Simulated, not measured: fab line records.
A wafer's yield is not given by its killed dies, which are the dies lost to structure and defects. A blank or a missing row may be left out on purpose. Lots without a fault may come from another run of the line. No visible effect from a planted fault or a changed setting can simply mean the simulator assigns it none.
Matching of chambers | flow nand_harc | NHARC_P_M1_DESCUM_14 on rie_diel-10 has 4 sister chambers
The step chemistry O2, time 3 s. 8 wafers are shown with their chamber, then 9 later ones without.

== WAFERS, EACH WITH ITS CHAMBER ==
wafer  | chamber | drypump_motor_current_A (A) | oes_product_au (a.u.)
L080.1 | 2       | 5.8                         | 1.005
L080.6 | 2       | 5.8                         | 1.017
L082.1 | 3       | 6.2                         | 1.007
L082.3 | 1       | 5.3                         | 0.991
L082.6 | 0       | 5.9                         | 0.996
L087.4 | 1       | 5.3                         | 0.990
L087.5 | 0       | 5.9                         | 0.984
L087.6 | 3       | 6.3                         | 0.992

== WAFERS WITHOUT THEIR CHAMBER ==
wafer  | drypump_motor_current_A (A) | oes_product_au (a.u.)
L085.1 | 5.3                         | 1.004
L085.3 | 5.9                         | 0.998
L085.5 | 5.3                         | 0.979
L090.1 | 5.3                         | 1.000
L090.2 | 6.1                         | 0.986
L090.3 | 5.9                         | 1.004
L097.1 | 5.9                         | 0.996
L097.2 | 6.2                         | 0.992
L097.3 | 5.9                         | 1.011

== THE CHAMBER EACH PASSED THROUGH ==
wafer  | from the rows above     | in truth
L085.1 | 1                       | 1
L085.3 | 0                       | 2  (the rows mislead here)
L085.5 | 1                       | 1
L090.1 | 1                       | 1
L090.2 | can't be placed: 3 or 0 | 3
L090.3 | can't be placed: 0 or 2 | 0
L097.1 | 0                       | 0
L097.2 | 3                       | 3
L097.3 | can't be placed: 0 or 2 | 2
5 of 9 placed correctly. Can't be placed from these rows: 3 (the true chamber is among the candidates in 3). Placed wrongly: 1.
How it was worked out, from the rows above alone: a wafer's distance from a chamber is the root of the sum, over the readings, of the square of ((its reading less the chamber's mean) divided by the reading's scatter). If the next closest chamber is less than 2 further off than the closest, the wafer can't be placed; otherwise it belongs to the closest. Each chamber's mean is taken over the wafers shown for it. The scatter is the square root of a quotient: the sum, over the shown wafers, of each reading's squared deviation from its chamber's mean, divided by wafers minus chambers.
